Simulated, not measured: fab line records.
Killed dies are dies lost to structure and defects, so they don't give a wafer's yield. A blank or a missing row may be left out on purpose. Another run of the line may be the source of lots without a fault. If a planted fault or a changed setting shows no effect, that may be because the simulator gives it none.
A struck lot beside a sound one ; flow n5_finfet ; 17 out of 1938 route steps
Sound: the wafers L970.3, L970.5, L970.6. Struck: wafer L958.4 (left out: L958.1, L958.6 of the same lot, which were not struck); the cause appears at the end.
Each step with rows lists, per side, the tool, then ch with its chambers, then its first start. Under that, the readings that differ: sound wafers ; struck wafers ; difference of the means ; sigmas: that difference in standard deviations of wafers without a fault.
alike: words and numbers the same on both sides, and readings whose means are apart by under 2 such deviations; not compared: readings that were withheld, readings missing a value for some wafer, numbers with overlapping values and no deviation given by the record, and bounds like >300 which may hide the same value.
The two part at a step that has a row with sigmas, a row that says differs or no value, or rows on one side only. Non-overlapping numbers with no deviation appear without sigmas and do not part them. A reading that every wafer of one side lacks parts them only if that side has two wafers or more.

first, 9 steps without rows for these wafers: N5_BEOL_M4_COAT_05 (resist thk 30 nm); N5_BEOL_M4_EBR_07; N5_BEOL_M4_SOFTBAKE_06 (time 60 s); N5_BEOL_M4_EXPOSE_08 (exposes mask M4); N5_BEOL_M4_PEB_09 (peb time 60 s); N5_BEOL_M4_DEVELOP_10 (develop time 30 s); N5_BEOL_M4_DESCUM_16 (chemistry O2, time 7 s); N5_BEOL_M4_ETCH_74 (etches underlayer in N2/H2, target depth 6.5 nm, time 5.2 s); N5_BEOL_M4_ETCH_63 (etches SiARC in CF4, target depth 15.6 nm, time 26 s).
N5_BEOL_M4_ETCH_64: etches SOC in N2/H2, target depth 75 nm, overetch 22.5 nm, time 121.9 s.
  sound on rie_diel-06 ch 0,1,3, day 12 18:45; struck on rie_diel-06 ch 3, day 9 21:53
reading;sound;struck;difference;sigmas
model.SiARC_of_BEOL_M4_COAT_62.thk_nm (nm);6.2 6.4 6.2;7.8;+1.5;
  alike: drypump_motor_current_A, oes_product_au, rf_fwd_power_W, rf_vpp_V, showerhead_plenum_p_Torr, throttle_valve_pct
  not compared: rf_hours_counter_h, model.BEOL_M4.cd_offset_nm
then, 3 steps without rows for these wafers: N5_BEOL_M4_STRIP_65 (strips in N2/H2); N5_BEOL_M4_STRIP_75 (strips in N2/H2); N5_BEOL_M4_STRIP_66 (strips in CF4).
N5_BEOL_M4_HM_OPEN_17: chemistry Cl2/BCl3, target TiN, target depth 20 nm, overetch 6 nm.
  sound on rie_metal-03 ch 0,1, day 12 18:58; struck on rie_metal-02 ch 1, day 9 22:04
reading;sound;struck;difference;sigmas
oes_product_au (a.u.);0.54 0.55 0.55;0.86;+0.31;+3
model.BEOL_M4.cd_offset_nm (nm);-0.2 0 0.2;-0.4;-0.4;
  alike: drypump_motor_current_A, rf_fwd_power_W, throttle_valve_pct
  not compared: rf_hours_counter_h
then, 1 step without rows for these wafers: N5_BEOL_M4_STRIP_19 (strips in O2).
N5_BEOL_M4_RC_MEAS_101:
  sound on prober-02 ch 0, day 13 01:22; struck on prober-01 ch 0, day 10 11:58
  alike: DIBL_N, DIBL_P, IOFF_N, IOFF_P, ION_N, ION_P, SS_N, SS_P, VT_N, VT_P
-- a jump in the record: the struck wafers' starts before and after are 4 days apart (it breaks off in module BEOL_M4 and resumes in module PASSIVATION, where the first step shown is number 1936 of the route) --
N5_PASSIVATION_PROBE_49:
  record: rows for the struck wafers here (prober-02, day 14 17:14), none for the sound ones

== WHERE THEY PART ==
Earliest at N5_BEOL_M4_HM_OPEN_17; latest, in this record, at N5_PASSIVATION_PROBE_49.

WHY: the cause the simulator had injected
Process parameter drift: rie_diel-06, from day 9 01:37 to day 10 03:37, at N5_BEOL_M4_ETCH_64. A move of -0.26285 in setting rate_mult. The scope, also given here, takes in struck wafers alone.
